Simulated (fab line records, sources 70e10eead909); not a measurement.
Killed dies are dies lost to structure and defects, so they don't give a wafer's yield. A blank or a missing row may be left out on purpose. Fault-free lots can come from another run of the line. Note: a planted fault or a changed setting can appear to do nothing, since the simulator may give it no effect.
The tool behind it: which one? | flow nandHarc | 23 lots, 69 wafers sampled, at 6 steps of a route of 1302

## WHAT THE GAUGES SHOWED, per wafer
The record holds no reading of a measuring or inspecting step that can be judged against a usual standard deviation.

## TOOL THAT RAN EACH LOT (tool first, then ch and the chambers of the sampled wafers, then the start)
lot  | NHARC_P_ZERO_WELL_DESCUM_13       | NHARC_P_STI_ETCH_42               | NHARC_P_GATE_STRIP_76               | NHARC_P_CONTACT_CMP_01        | NHARC_P_CONTACT_ETCH_35           | NHARC_P_CONTACT_ETCH_18
L074 | rieDiel-07 ch 0,2,3, day 1 21:24  | rieDiel-09 ch 0,3, day 2 19:33    | plasmaAsher-01 ch 0,1, day 5 17:12  | cmp-01 ch 0,3, day 5 21:56    | rieDiel-10 ch 0, day 5 23:01      | rieDiel-10 ch 0, day 6 00:10
L075 | rieDiel-11 ch 0,1, day 2 07:25    | rieDiel-09 ch 2,3, day 3 10:13    | plasmaAsher-01 ch 0,1, day 6 06:28  | cmp-02 ch 0,1,2, day 6 11:23  | rieDiel-02 ch 0,2, day 6 12:29    | rieDiel-02 ch 0,1,3, no start
L076 | rieDiel-07 ch 1,2, day 2 17:26    | rieDiel-09 ch 0,1,3, day 3 17:09  | plasmaAsher-02 ch 0,1, day 6 06:16  | cmp-04 ch 0,2, day 6 11:02    | rieDiel-10 ch 0,1,2, day 6 12:11  | rieDiel-10 ch 0,1, no start
L077 | rieDiel-08 ch 0,1, day 3 03:24    | rieDiel-05 ch 2,3, day 4 00:34    | plasmaAsher-02 ch 0,1, day 6 22:53  | cmp-02 ch 0,1,3, day 7 03:46  | rieDiel-04 ch 0,1, day 7 04:48    | rieDiel-04 ch 1,2, no start
L078 | rieDiel-08 ch 0,1, day 3 13:23    | rieDiel-05 ch 0,2, day 4 11:36    | plasmaAsher-01 ch 0,1, day 6 23:32  | cmp-04 ch 1,3, day 7 04:29    | rieDiel-10 ch 0,1,2, day 7 05:36  | rieDiel-10 ch 0,1, no start
L079 | rieDiel-08 ch 2,3, day 3 23:24    | rieDiel-09 ch 0,1,3, day 4 20:40  | plasmaAsher-01 ch 0,1, day 7 11:56  | cmp-01 ch 1,3, day 7 16:43    | rieDiel-02 ch 2,3, day 7 17:50    | rieDiel-02 ch 0,2,3, no start
L080 | rieDiel-08 ch 2,3, day 4 09:25    | rieDiel-09 ch 0,1, day 5 06:39    | plasmaAsher-02 ch 0,1, day 8 02:37  | cmp-02 ch 0,1,2, day 8 07:27  | rieDiel-10 ch 0,1,2, day 8 08:22  | rieDiel-10 ch 0,3, no start
L081 | rieDiel-08 ch 0,2,3, day 4 19:17  | rieDiel-09 ch 1,2, day 5 17:16    | plasmaAsher-02 ch 0,1, day 8 18:38  | cmp-04 ch 0,2, day 8 23:25    | rieDiel-02 ch 0,1, day 9 00:31    | rieDiel-02 ch 1,3, no start
L082 | rieDiel-08 ch 0,1,2, day 5 05:32  | rieDiel-05 ch 0,2,3, day 6 03:07  | plasmaAsher-01 ch 0,1, day 9 06:11  | cmp-04 ch 0,1,3, day 9 10:51  | rieDiel-10 ch 0,1,2, day 9 11:58  | rieDiel-10 ch 1,2,3, no start
L083 | rieDiel-08 ch 0,2,3, day 5 15:17  | rieDiel-09 ch 0,1,3, day 6 14:01  | plasmaAsher-02 ch 1, day 9 10:14    | cmp-01 ch 0,1, day 9 15:02    | rieDiel-04 ch 1,2,3, day 9 16:10  | rieDiel-04 ch 0,1,2, no start
L084 | rieDiel-11 ch 1,2,3, day 6 01:18  | rieDiel-03 ch 2,3, day 7 06:14    | plasmaAsher-01 ch 0,1, day 10 03:20 | cmp-04 ch 1,2,3, day 10 08:11 | rieDiel-10 ch 2,3, day 10 09:15   | rieDiel-10 ch 0,2, no start
L085 | rieDiel-11 ch 0,1, day 6 11:24    | rieDiel-05 ch 1,2,3, day 7 06:25  | plasmaAsher-01 ch 0,1, day 10 01:32 | cmp-04 ch 0,2,3, day 10 06:12 | rieDiel-04 ch 0,1, day 10 07:16   | rieDiel-04 ch 0,1,2, no start
L086 | rieDiel-11 ch 1,2,3, day 6 21:28  | rieDiel-09 ch 0,1, day 7 20:41    | plasmaAsher-02 ch 0,1, day 10 13:42 | cmp-01 ch 0,1, day 10 18:20   | rieDiel-02 ch 0,3, day 10 19:26   | rieDiel-02 ch 0,1,2, no start
L087 | rieDiel-07 ch 1,2,3, day 7 07:32  | rieDiel-03 ch 0,1,3, day 8 06:17  | plasmaAsher-01 ch 0,1, day 10 23:07 | cmp-04 ch 1,3, day 11 03:54   | rieDiel-02 ch 0,3, day 11 04:59   | rieDiel-02 ch 0,3, no start
L088 | rieDiel-07 ch 0,3, day 7 17:21    | rieDiel-03 ch 0,1, day 8 15:54    | plasmaAsher-01 ch 0,1, day 11 19:56 | cmp-04 ch 0,2,3, day 12 00:45 | rieDiel-10 ch 0,2, day 12 01:50   | rieDiel-10 ch 0,3, no start
L089 | rieDiel-08 ch 1,2, day 8 03:17    | rieDiel-05 ch 0,1,3, day 9 02:24  | plasmaAsher-01 ch 0, day 11 20:55   | cmp-01 ch 1,2,3, day 12 01:46 | rieDiel-02 ch 0,1,2, day 12 02:52 | rieDiel-02 ch 1,2,3, no start
L090 | rieDiel-08 ch 0,2,3, day 8 13:16  | rieDiel-03 ch 0,1,3, day 9 12:31  | plasmaAsher-01 ch 0,1, day 12 07:17 | cmp-04 ch 0,2,3, day 12 12:04 | rieDiel-10 ch 0,1,3, day 12 13:02 | rieDiel-10 ch 0,1,2, no start
L092 | rieDiel-11 ch 0,1,3, day 9 09:25  | rieDiel-03 ch 0,1,3, day 10 07:27 | plasmaAsher-02 ch 0,1, day 12 23:19 | cmp-02 ch 0,1,3, day 13 04:06 | rieDiel-10 ch 0,2,3, day 13 05:10 | rieDiel-10 ch 1,2,3, no start
L093 | rieDiel-08 ch 0,1,3, day 9 19:20  | rieDiel-03 ch 1,2, day 10 19:12   | plasmaAsher-01 ch 0,1, day 13 15:00 | cmp-02 ch 1,2,3, day 13 19:38 | rieDiel-10 ch 0,3, day 13 20:43   | rieDiel-10 ch 1,2,3, no start
L094 | rieDiel-08 ch 0,1, day 10 05:24   | rieDiel-05 ch 0,1,3, day 11 05:49 | plasmaAsher-01 ch 0,1, day 14 03:02 | cmp-02 ch 0,1,3, day 14 07:45 | rieDiel-04 ch 2,3, day 14 08:50   | rieDiel-04 ch 0,2,3, no start
L095 | rieDiel-07 ch 1,3, day 10 15:17   | rieDiel-05 ch 0,1,2, day 11 13:06 | plasmaAsher-01 ch 0,1, day 14 08:50 | cmp-04 ch 0,3, day 14 13:53   | rieDiel-02 ch 0,1,2, day 14 14:52 | rieDiel-02 ch 0,1,3, no start
L096 | rieDiel-11 ch 0,1, day 11 01:24   | rieDiel-03 ch 0,1,3, day 11 23:09 | plasmaAsher-01 ch 0,1, day 14 18:25 | cmp-02 ch 1,2,3, day 15 01:00 | rieDiel-10 ch 0,1,3, day 15 02:06 | rieDiel-10 ch 0,3, no start
L097 | rieDiel-11 ch 1,2,3, day 11 11:16 | rieDiel-03 ch 0,2,3, day 12 12:21 | plasmaAsher-01 ch 0,1, day 15 07:08 | cmp-04 ch 0,1,2, day 15 11:54 | rieDiel-10 ch 1,2,3, day 15 13:00 | rieDiel-10 ch 1,2,3, no start
- NHARC_P_ZERO_WELL_DESCUM_13: chemistry O2, time 3 s.
- NHARC_P_STI_ETCH_42: etches the open film in N2/H2, target depth 80 nm, overetch 24 nm, time 61 s.
- NHARC_P_GATE_STRIP_76: strips in O2.
- NHARC_P_CONTACT_CMP_01: polishes SiO2, target thk 200 nm.
- NHARC_P_CONTACT_ETCH_35: etches the open film in CF4, target depth 39 nm, time 65 s.
- NHARC_P_CONTACT_ETCH_18: etches the open film in C4F8/O2/Ar, target depth 481 nm, time 240.5 s.

## AS READ BY THE TOOLS THEMSELVES (means over the sampled wafers that have a number; for cases with no such wafer, the mark the record gives instead)
NHARC_P_ZERO_WELL_DESCUM_13. Usual: drypumpMotorCurrentA 5.7 A, standard deviation 0.37; oesProductAu 0.998 a.u., standard deviation 0.0094; rfVppV 58.0 V, standard deviation 0.92; showerheadPlenumPTorr 1.92 Torr, standard deviation 0.041; throttleValvePct 11.311 %, standard deviation 0.0099.
lot  | tool       | drypumpMotorCurrentA (A) | oesProductAu (a.u.) | rfVppV (V) | showerheadPlenumPTorr (Torr) | throttleValvePct (%) | flag
L074 | rieDiel-07 | 5.6                      | 1.006               | 57.4       | 1.97                         | 11.320               | 
L075 | rieDiel-11 | 5.8                      | 0.977               | 57.5       | 1.92                         | 11.311               | 
L076 | rieDiel-07 | 5.9                      | 0.993               | 58.6       | 1.97                         | 11.311               | 
L077 | rieDiel-08 | 5.6                      | 0.994               | 58.4       | 1.94                         | 11.305               | 
L078 | rieDiel-08 | 5.6                      | 0.996               | 58.0       | 1.93                         | 11.305               | 
L079 | rieDiel-08 | 6.0                      | 0.997               | 57.4       | 1.89                         | 11.309               | 
L080 | rieDiel-08 | 6.0                      | 1.001               | 58.4       | 1.89                         | 11.309               | 
L081 | rieDiel-08 | 5.9                      | 0.997               | 58.1       | 1.91                         | 11.308               | 
L082 | rieDiel-08 | 5.8                      | 1.001               | 56.5       | 1.92                         | 11.311               | 
L083 | rieDiel-08 | 5.9                      | 0.992               | 58.4       | 1.91                         | 11.318               | 
L084 | rieDiel-11 | 5.5                      | 0.993               | 58.0       | 1.91                         | 11.317               | 
L085 | rieDiel-11 | 5.8                      | 1.004               | 58.7       | 1.91                         | 11.303               | 
L086 | rieDiel-11 | 5.5                      | 0.993               | 57.9       | 1.91                         | 11.321               | 
L087 | rieDiel-07 | 5.5                      | 1.004               | 58.2       | 1.96                         | 11.308               | 
L088 | rieDiel-07 | 5.9                      | 0.992               | 58.8       | 1.89                         | 11.308               | 
L089 | rieDiel-08 | 6.0                      | 0.994               | 57.5       | 1.90                         | 11.317               | 
L090 | rieDiel-08 | 5.9                      | 0.995               | 57.8       | 1.90                         | 11.307               | 
L092 | rieDiel-11 | 5.5                      | 1.000               | 59.0       | 1.92                         | 11.315               | 
L093 | rieDiel-08 | 5.7                      | 0.995               | 56.7       | 1.91                         | 11.312               | 
L094 | rieDiel-08 | 5.6                      | 0.993               | 57.0       | 1.92                         | 11.301               | 
L095 | rieDiel-07 | 5.7                      | 0.994               | 58.7       | 1.90                         | 11.308               | 
L096 | rieDiel-11 | 5.8                      | 1.001               | 58.1       | 1.90                         | 11.302               | 
L097 | rieDiel-11 | 5.4                      | 1.008               | 57.8       | 1.90                         | 11.321               | 

NHARC_P_STI_ETCH_42. Usual: drypumpMotorCurrentA 5.7 A, standard deviation 0.43; oesProductAu 1.000 a.u., standard deviation 0.011; rfVppV 432.0 V, standard deviation 2.2; showerheadPlenumPTorr 2.09 Torr, standard deviation 0.075; throttleValvePct 14.171 %, standard deviation 0.0094.
lot  | tool       | drypumpMotorCurrentA (A) | oesProductAu (a.u.) | rfVppV (V) | showerheadPlenumPTorr (Torr) | throttleValvePct (%) | flag
L074 | rieDiel-09 | 6.4                      | 1.000               | 433.8      | 2.16                         | 14.173               | 
L075 | rieDiel-09 | 5.9                      | 1.011               | 434.0      | 2.17                         | 14.168               | 
L076 | rieDiel-09 | 6.0                      | 1.003               | 433.6      | 2.16                         | 14.173               | 
L077 | rieDiel-05 | 5.5                      | 1.000               | 433.1      | 2.12                         | 14.167               | 
L078 | rieDiel-05 | 5.3                      | 0.992               | 432.8      | 2.10                         | 14.179               | 
L079 | rieDiel-09 | 6.0                      | 1.012               | 433.3      | 2.16                         | 14.164               | 
L080 | rieDiel-09 | 6.1                      | 0.996               | 433.8      | 2.17                         | 14.166               | 
L081 | rieDiel-09 | 5.2                      | 1.004               | 434.0      | 2.18                         | 14.183               | 
L082 | rieDiel-05 | 5.6                      | 0.996               | 431.1      | 2.07                         | 14.169               | 
L083 | rieDiel-09 | 6.0                      | 1.001               | 433.4      | 2.15                         | 14.167               | 
L084 | rieDiel-03 | 6.0                      | 0.997               | 431.5      | 2.09                         | 14.178               | 
L085 | rieDiel-05 | 5.7                      | 0.999               | 431.1      | 2.05                         | 14.169               | 
L086 | rieDiel-09 | 6.0                      | 0.993               | 434.9      | 2.16                         | 14.176               | 
L087 | rieDiel-03 | 5.7                      | 0.994               | 431.5      | 2.05                         | 14.175               | 
L088 | rieDiel-03 | 5.5                      | 0.995               | 430.8      | 2.04                         | 14.164               | 
L089 | rieDiel-05 | 5.9                      | 0.992               | 429.9      | 2.00                         | 14.177               | 
L090 | rieDiel-03 | 5.7                      | 1.003               | 430.9      | 2.05                         | 14.177               | 
L092 | rieDiel-03 | 5.7                      | 0.994               | 430.4      | 2.05                         | 14.168               | 
L093 | rieDiel-03 | 5.8                      | 1.006               | 432.1      | 2.09                         | 14.165               | 
L094 | rieDiel-05 | 5.9                      | 1.005               | 428.6      | 2.00                         | 14.175               | 
L095 | rieDiel-05 | 5.6                      | 1.004               | 429.8      | 2.03                         | 14.169               | 
L096 | rieDiel-03 | 5.7                      | 0.994               | 431.3      | 2.05                         | 14.172               | 
L097 | rieDiel-03 | 5.8                      | 0.995               | 432.8      | 2.08                         | 14.169               | 

NHARC_P_GATE_STRIP_76. Usual: drypumpMotorCurrentA 5.5 A, standard deviation 0.44; heaterPowerW 331 W, standard deviation 28.
lot  | tool           | drypumpMotorCurrentA (A) | heaterPowerW (W) | flag
L074 | plasmaAsher-01 | 5.2                      | 320              | 
L075 | plasmaAsher-01 | 5.2                      | 340              | 
L076 | plasmaAsher-02 | 6.1                      | 325              | 
L077 | plasmaAsher-02 | 6.1                      | 332              | 
L078 | plasmaAsher-01 | 5.2                      | 344              | 
L079 | plasmaAsher-01 | 5.2                      | 348              | 
L080 | plasmaAsher-02 | 6.1                      | 326              | 
L081 | plasmaAsher-02 | 6.1                      | 338              | 
L082 | plasmaAsher-01 | 5.3                      | 340              | 
L083 | plasmaAsher-02 | 6.0                      | 314              | 
L084 | plasmaAsher-01 | 5.2                      | 325              | 
L085 | plasmaAsher-01 | 5.3                      | 347              | 
L086 | plasmaAsher-02 | 6.1                      | 336              | 
L087 | plasmaAsher-01 | 5.1                      | 317              | 
L088 | plasmaAsher-01 | 5.3                      | 341              | 
L089 | plasmaAsher-01 | 5.0                      | 296              | 
L090 | plasmaAsher-01 | 5.2                      | 341              | 
L092 | plasmaAsher-02 | 6.1                      | 329              | 
L093 | plasmaAsher-01 | 5.2                      | 344              | 
L094 | plasmaAsher-01 | 5.3                      | 339              | 
L095 | plasmaAsher-01 | 5.2                      | 313              | 
L096 | plasmaAsher-01 | 5.3                      | 350              | 
L097 | plasmaAsher-01 | 5.2                      | 342              | 

NHARC_P_CONTACT_CMP_01. Usual: edgeZonePressureFrac 1.000, standard deviation 0.005; motorCurrentA 12.1 A, standard deviation 1; slurryFilterDpKPa 13.51 kPa, standard deviation 0.14.
lot  | tool   | edgeZonePressureFrac | motorCurrentA (A) | slurryFilterDpKPa (kPa) | flag
L074 | cmp-01 | 0.996                | 12.3              | 13.59                   | 
L075 | cmp-02 | 1.000                | 12.1              | 13.44                   | 
L076 | cmp-04 | 0.999                | 11.7              | 13.44                   | 
L077 | cmp-02 | 1.003                | 12.2              | 13.46                   | 
L078 | cmp-04 | 0.997                | 13.3              | 13.64                   | 
L079 | cmp-01 | 0.999                | 12.5              | 13.45                   | 
L080 | cmp-02 | 0.997                | 12.0              | 13.55                   | 
L081 | cmp-04 | 0.991                | 12.6              | 13.54                   | 
L082 | cmp-04 | 0.997                | 12.3              | 13.57                   | 
L083 | cmp-01 | 1.002                | 11.5              | 13.38                   | 
L084 | cmp-04 | 1.000                | 12.3              | 13.48                   | 
L085 | cmp-04 | 1.001                | 12.0              | 13.51                   | 
L086 | cmp-01 | 1.003                | 11.5              | 13.57                   | 
L087 | cmp-04 | 1.002                | 11.9              | 13.56                   | 
L088 | cmp-04 | 1.000                | 11.9              | 13.55                   | 
L089 | cmp-01 | 1.003                | 11.9              | 13.58                   | 
L090 | cmp-04 | 1.002                | 12.2              | 13.58                   | 
L092 | cmp-02 | 1.000                | 12.2              | 13.53                   | 
L093 | cmp-02 | 1.002                | 12.2              | 13.51                   | 
L094 | cmp-02 | 1.000                | 12.0              | 13.59                   | 
L095 | cmp-04 | 0.996                | 11.4              | 13.27                   | 
L096 | cmp-02 | 0.999                | 11.9              | 13.60                   | 
L097 | cmp-04 | 0.995                | 13.0              | 13.44                   | 

NHARC_P_CONTACT_ETCH_35. Usual: drypumpMotorCurrentA 5.8 A, standard deviation 0.39; oesProductAu 1.000 a.u., standard deviation 0.0076; rfVppV 150.8 V, standard deviation 0.96; showerheadPlenumPTorr 1.73 Torr, standard deviation 0.05; throttleValvePct 13.284 %, standard deviation 0.0092.
lot  | tool       | drypumpMotorCurrentA (A) | oesProductAu (a.u.) | rfVppV (V) | showerheadPlenumPTorr (Torr) | throttleValvePct (%) | flag
L074 | rieDiel-10 | 6.4                      | 1.000               | 150.9      | 1.79                         | 13.280               | 
L075 | rieDiel-02 | 5.9                      | 1.003               | 150.8      | 1.72                         | 13.285               | 
L076 | rieDiel-10 | 6.0                      | 0.997               | 150.7      | 1.75                         | 13.283               | 
L077 | rieDiel-04 | 5.6                      | 0.991               | 151.4      | 1.72                         | 13.288               | 
L078 | rieDiel-10 | 6.0                      | 0.999               | 151.0      | 1.75                         | 13.281               | 
L079 | rieDiel-02 | 6.0                      | 1.005               | 150.4      | 1.69                         | 13.275               | 
L080 | rieDiel-10 | 6.0                      | 1.001               | 150.8      | 1.75                         | 13.284               | 
L081 | rieDiel-02 | 5.7                      | 0.989               | 151.2      | 1.74                         | 13.287               | 
L082 | rieDiel-10 | 6.0                      | 0.992               | 150.9      | 1.75                         | 13.282               | 
L083 | rieDiel-04 | 5.6                      | 1.000               | 151.7      | 1.80                         | 13.279               | 
L084 | rieDiel-10 | 5.5                      | 1.004               | 150.9      | 1.71                         | 13.292               | 
L085 | rieDiel-04 | 5.6                      | 1.003               | 150.7      | 1.72                         | 13.280               | 
L086 | rieDiel-02 | 5.7                      | 0.999               | 150.1      | 1.71                         | 13.281               | 
L087 | rieDiel-02 | 5.7                      | 1.003               | 150.9      | 1.71                         | 13.280               | 
L088 | rieDiel-10 | 5.9                      | 1.006               | 150.9      | 1.75                         | 13.283               | 
L089 | rieDiel-02 | 5.8                      | 0.992               | 150.0      | 1.72                         | 13.280               | 
L090 | rieDiel-10 | 5.9                      | 1.005               | 151.1      | 1.72                         | 13.285               | 
L092 | rieDiel-10 | 5.8                      | 1.006               | 151.6      | 1.73                         | 13.285               | 
L093 | rieDiel-10 | 5.6                      | 1.003               | 150.2      | 1.70                         | 13.275               | 
L094 | rieDiel-04 | 5.7                      | 1.001               | 151.8      | 1.84                         | 13.293               | 
L095 | rieDiel-02 | 5.9                      | 0.990               | 149.6      | 1.72                         | 13.293               | 
L096 | rieDiel-10 | 5.8                      | 1.001               | 151.1      | 1.72                         | 13.280               | 
L097 | rieDiel-10 | 5.6                      | 0.998               | 150.1      | 1.70                         | 13.282               | 

NHARC_P_CONTACT_ETCH_18. Usual: oesProductAu 0.956 a.u., standard deviation 0.019; rfVppV 975 V, standard deviation 4.3.
lot  | tool       | oesProductAu (a.u.) | rfVppV (V) | flag
L074 | rieDiel-10 | 0.950               | 980        | 
L075 | rieDiel-02 | 0.978               | 975        | 
L076 | rieDiel-10 | 0.962               | 976        | 
L077 | rieDiel-04 | 0.964               | 976        | 
L078 | rieDiel-10 | 0.925               | 976        | 
L079 | rieDiel-02 | 0.965               | 973        | 
L080 | rieDiel-10 | 0.935               | 972        | 
L081 | rieDiel-02 | 0.967               | 973        | 
L082 | rieDiel-10 | 0.948               | 974        | 
L083 | rieDiel-04 | 0.971               | 975        | 
L084 | rieDiel-10 | 0.956               | 977        | 
L085 | rieDiel-04 | 0.970               | 975        | 
L086 | rieDiel-02 | 0.965               | 974        | 
L087 | rieDiel-02 | 0.955               | 975        | 
L088 | rieDiel-10 | 0.984               | 977        | 
L089 | rieDiel-02 | 0.960               | 973        | 
L090 | rieDiel-10 | 0.925               | 976        | 
L092 | rieDiel-10 | 0.975               | 973        | 
L093 | rieDiel-10 | 0.955               | 973        | 
L094 | rieDiel-04 | 0.968               | 979        | 
L095 | rieDiel-02 | 0.928               | 974        | 
L096 | rieDiel-10 | 0.981               | 972        | 
L097 | rieDiel-10 | 0.925               | 973        | 

## THE ANSWER, worked out from the rows above alone
Rule: a lot is off if the mean of its wafers that have a number lies more than 3 standard deviations from the usual mean. Also off: a lot with no number at a reading for which 4 or more lots have one. The other lots that the step has rows for count as sound. The gauges are gone through in route order, then the tools' own readings, and for those a lot's mean is taken as printed above. At the first step where some lot is off, the reading lying furthest off is the one used; lots without a number count as furthest.
None of the lots is off at any reading shown; this tells nothing.

## WHAT THE SIMULATOR HAD PUT IN
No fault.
